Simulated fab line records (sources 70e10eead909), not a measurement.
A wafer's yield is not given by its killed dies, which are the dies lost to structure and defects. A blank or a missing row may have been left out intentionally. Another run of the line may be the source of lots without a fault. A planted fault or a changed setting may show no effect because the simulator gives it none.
Problem report, 8D (eight disciplines) form, completed by code || flow nand-harc || the parts of the form that need people (team, actions taken, sign-off) are left out

## 1. THE PROBLEM
On 2 wafers of 1 lot, thk-nm at NHARC_A_ONON_D2_THK_MEAS_21 has a mean of 1522 nm; fault-free wafers read 1001 nm, standard deviation 8.5. That is +61 standard deviations from the usual mean.
The step: measures by ellipsometry.
First seen on wafer L792.2, day 18 16:35, on film-metro-02. At this step, 39 wafers from 13 lots have a number in the record. Rule for "out" (also "out of limits"): further than 4 standard deviations from the usual mean. The rest of the wafers with a number are treated as sound.

## 2. WHAT IT IS, WHAT IT ISN'T
{"question": "which readings at this step", "is": "thk-nm", "is not": "-"}
{"question": "which lots", "is": "L792", "is not": "L778, L783, L784, L785, L786, L787, L788, L797, L798, L799, L800, L801"}
{"question": "which wafers of those lots", "is": "L792.2, L792.5", "is not": "L792.3"}
{"question": "read on which gauges", "is": "film-metro-02", "is not": "film-metro-01"}
{"question": "when", "is": "from day 18 16:35", "is not": "up to then (22 sound wafers); but 15 sound wafers of L797, L798, L799, L800, L801 came after"}

## 3. SUSPECTS, AND WHAT RULES EACH OUT
Counting: any tool at a process step up to the reading remains a suspect provided it ran every lot that is out. Sound lots after the first of them don't rule it out here, since some wafers of a struck lot are sound.
- the gauge at NHARC_A_ONON_D2_THK_MEAS_21: ruled out. All the wafers that are out were read on film-metro-02, but those of them that NHARC_END_SORT_01 has rows for are out there too, on other tools.
- xsem-02 at NHARC_A_CHANNEL_HOLE_D1_XSEM_31: kept. L792, the lot that is out, went through it at day 14 21:28; up to then, the latest sound lot through it was L788 at day 13 06:44.
- ald-sin-batch-02 at NHARC_A_CHANNEL_FILL_D1_ALD_15 (deposits SiNx, target thk 2 nm, pulse time 60 s, ald cycles 19): kept. It ran the lot that is out, L792 (day 16 20:42). Because NHARC_A_CHANNEL_FILL_D1_ALD_15 lacks a start for some lots, the hours and order of its lots are taken from NHARC_A_CHANNEL_FILL_D1_CMP_10.
- cmp-04 at NHARC_A_CHANNEL_FILL_D1_CMP_10 (polishes, target thk 150 nm): kept. L792, the lot that is out, went through it at day 16 20:42; up to then, the latest sound lot through it was L788 at day 15 11:00.
- pecvd-onon-04 at NHARC_A_ONON_D2_DEP_19 (target thk 1000 nm): kept. L792, the lot that is out, went through it at day 18 16:08; up to then, the latest sound lot through it was L788 at day 17 11:26.
- At NHARC_A_CHANNEL_FILL_D1_CMP_10 on cmp-04, chamber 3 took the sound wafers of the same lots and chamber 1 took the wafers that are out.
Left after counting: xsem-02 at NHARC_A_CHANNEL_HOLE_D1_XSEM_31, ald-sin-batch-02 at NHARC_A_CHANNEL_FILL_D1_ALD_15, cmp-04 at NHARC_A_CHANNEL_FILL_D1_CMP_10, pecvd-onon-04 at NHARC_A_ONON_D2_DEP_19.

## 4. THE CAUSE (what the simulator had put in)
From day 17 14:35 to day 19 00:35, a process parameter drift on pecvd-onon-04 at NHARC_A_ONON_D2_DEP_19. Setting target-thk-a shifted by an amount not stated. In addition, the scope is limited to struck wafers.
Counting leaves 4 suspects; this tool is one of them.

## 5. THE CHAIN OF EFFECTS, in route order
One row per reading whose mean, taken over the struck wafers that have a number, lies over 3 standard deviations from the usual. Readings are gone through only where the record gives a usual standard deviation; hours: the median, over the lots, of the time from a lot's start at the first step in this table giving one to that lot's start at this step; sigmas: the change measured in usual standard deviations.
{"hours": 0, "step": "NHARC_A_ONON_D2_THK_MEAS_21", "reading": "thk-nm", "usual": "1001 nm", "on struck wafers": 1522, "change": "+522", "sigmas": "+61"}
{"hours": 283, "step": "NHARC_END_SORT_01", "reading": "killed-at-array", "usual": 59, "on struck wafers": 675, "change": "+616", "sigmas": "+32"}
{"hours": 283, "step": "NHARC_END_SORT_01", "reading": "killed-dies", "usual": 64, "on struck wafers": 677, "change": "+613", "sigmas": "+32"}

## 6. HOW IT WOULD HAVE BEEN CAUGHT EARLIER
Counted from the fault's start at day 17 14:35, it took 26 hours until the first out-of-limits reading at a measuring or inspecting step in this record, taken at day 18 16:35.
All the lots that are out (1) had begun NHARC_A_ONON_D2_DEP_19 on pecvd-onon-04 by day 18 16:35. A hold on the tool at that time would have spared none of them.
